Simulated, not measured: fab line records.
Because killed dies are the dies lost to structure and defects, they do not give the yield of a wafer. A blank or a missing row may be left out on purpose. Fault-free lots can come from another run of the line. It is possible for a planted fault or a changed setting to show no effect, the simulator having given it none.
Split-lot experiment	flow n5_finfet	on a route of 1938 steps: 7 lots, 21 wafers read

SPLIT DETAILS
At N5_BEOL_M3_EXPOSE_25 (exposes mask V2, defocus 5 nm), the setting dose_mj was moved away from the recipe's 63 on 8 of the 21 wafers read, by -2.6% to +6.9%. For the rest of the wafers, this setting stayed at what the recipe calls for.

FROM THE SPLIT TO THE READING: what the file shows between them, 2 steps
- N5_BEOL_M3_PEB_26: peb time 60 s
- N5_BEOL_M3_DEVELOP_27: develop time 30 s

THE READING
cd_nm, in nm, at N5_BEOL_M3_CD_MEAS_28 (target cd 25.7 nm, target cd y 23.3 nm). A value of 25.64 nm with a standard deviation of 0.22 nm is what fault-free wafers of this fab line usually give.

wafer	tool, chamber at the split	dose_mj as run	against the recipe	cd_nm, nm	against lot-mates on the recipe
L074.1	euv_scanner-01, 0	64.53	+2.4%	26.25	+0.51
L074.4	euv_scanner-01, 0	63	recipe	25.76	-
L074.5	euv_scanner-01, 0	63	recipe	25.72	-
L076.1	euv_scanner-02, 0	63	recipe	25.61	-
L076.2	euv_scanner-02, 0	63	recipe	25.59	-
L076.3	euv_scanner-02, 0	63	recipe	25.66	-
L077.1	euv_scanner-01, 0	64.48	+2.3%	26.45	no lot-mate on the recipe
L077.3	euv_scanner-01, 0	64.48	+2.3%	26.46	no lot-mate on the recipe
L077.6	euv_scanner-01, 0	64.48	+2.3%	26.21	no lot-mate on the recipe
L078.2	euv_scanner-01, 0	61.36	-2.6%	25.18	-0.50
L078.3	euv_scanner-01, 0	63	recipe	25.53	-
L078.6	euv_scanner-01, 0	63	recipe	25.83	-
L081.1	euv_scanner-02, 0	63	recipe	25.57	-
L081.3	euv_scanner-02, 0	63	recipe	25.71	-
L081.4	euv_scanner-02, 0	63	recipe	25.77	-
L085.1	euv_scanner-02, 0	63	recipe	25.51	-
L085.4	euv_scanner-02, 0	65.07	+3.3%	26.10	+0.59
L085.5	euv_scanner-02, 0	63	recipe	25.51	-
L088.1	euv_scanner-02, 0	67.35	+6.9%	27.04	+1.67
L088.2	euv_scanner-02, 0	67.35	+6.9%	26.75	+1.38
L088.3	euv_scanner-02, 0	63	recipe	25.37	-

THE FIT
A straight line over all 21 wafers: cd_nm changes by +0.193 nm for each +1% of dose_mj; r = +0.94; the points scatter about the line by 0.17 nm.
The same after taking each lot's own level away (the mean of its wafers on the recipe; 18 wafers): +0.215 nm for each +1%; r = +0.99; scatter 0.091 nm.
On that fit, the largest move of dose_mj shifts the reading by 1.5 nm.
Across the lots, their own levels run from 25.370 to 25.740 nm, a range of 1.7 times the standard deviation given above.
Thus the slope moves with the lot-to-lot level: the two fits are different.
Check: with one of the wafers moved furthest among these (+6.9%) left out of the fit, the line predicts +1.36 nm for it against its lot-mates. Against them it came out at +1.67 nm.

THE OTHER SPLITS THESE WAFERS WENT THROUGH
Before the reading, these wafers also passed through other splits. Each is held against what the fit with the lots' levels taken away leaves over:
other split on the same wafers	wafers away from the commonest value	r with cd_nm (lot level and that fit taken away)
N5_BEOL_M0_SAQP_PECVD_04 time_s	6	-0.27
N5_BEOL_M0_SAQP_COAT_87 spin_rpm	7	+0.07
N5_BEOL_M1_ILD_DEP_00 time_s	5	+0.21
N5_BEOL_M1_PECVD_72 time_s	5	+0.44
N5_BEOL_M3_COAT_76 spin_rpm	8	+0.02

FILE'S OWN FIT
cd_nm changes by +0.21 nm for each +1% of dose_mj, r = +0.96.
